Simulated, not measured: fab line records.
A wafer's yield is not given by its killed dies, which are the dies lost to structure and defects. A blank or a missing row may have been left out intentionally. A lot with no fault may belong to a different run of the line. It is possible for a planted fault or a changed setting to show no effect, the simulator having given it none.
Chamber matching	flow nand harc	4 sister chambers for NHARC_THIN_TSV_CMP_01 on cmp-01
The step polishes. 4 wafers are shown with their chamber, then 7 later ones without.

WAFERS PAIRED WITH THEIR CHAMBERS
wafer	chamber	motor current A (A)
L178.1	2	11.5
L180.5	0	13.4
L182.1	3	12.0
L182.2	1	12.7

WAFERS WITHOUT THEIR CHAMBER
wafer	motor current A (A)
L182.6	11.3
L192.1	14.0
L192.3	12.4
L192.5	11.6
L196.1	13.1
L196.4	12.5
L196.6	11.3

WHICH CHAMBER EACH WENT THROUGH
wafer	from the rows above	in truth
L182.6	can't be placed: 2 or 3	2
L192.1	0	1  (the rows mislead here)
L192.3	can't be placed: 1 or 3 or 2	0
L192.5	can't be placed: 2 or 3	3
L196.1	can't be placed: 0 or 1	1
L196.4	can't be placed: 1 or 3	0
L196.6	can't be placed: 2 or 3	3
Placed correctly: 0 of 7. Unplaceable from these rows: 6, with the true chamber sitting among the candidates in 4. Placed wrongly: 1.
How it was worked out, from the rows above alone: a wafer's distance from a chamber is the root of the sum, over the readings, of the square of ((its reading less the chamber's mean) divided by the reading's scatter). The wafer belongs to the nearest chamber; if the next one is less than 2 further off, it can't be placed. The mean given for a chamber averages the wafers shown for that chamber. The scatter (one wafer shown for each chamber): square how far every hidden wafer sits from the nearest shown wafer, average those squares and take the square root.
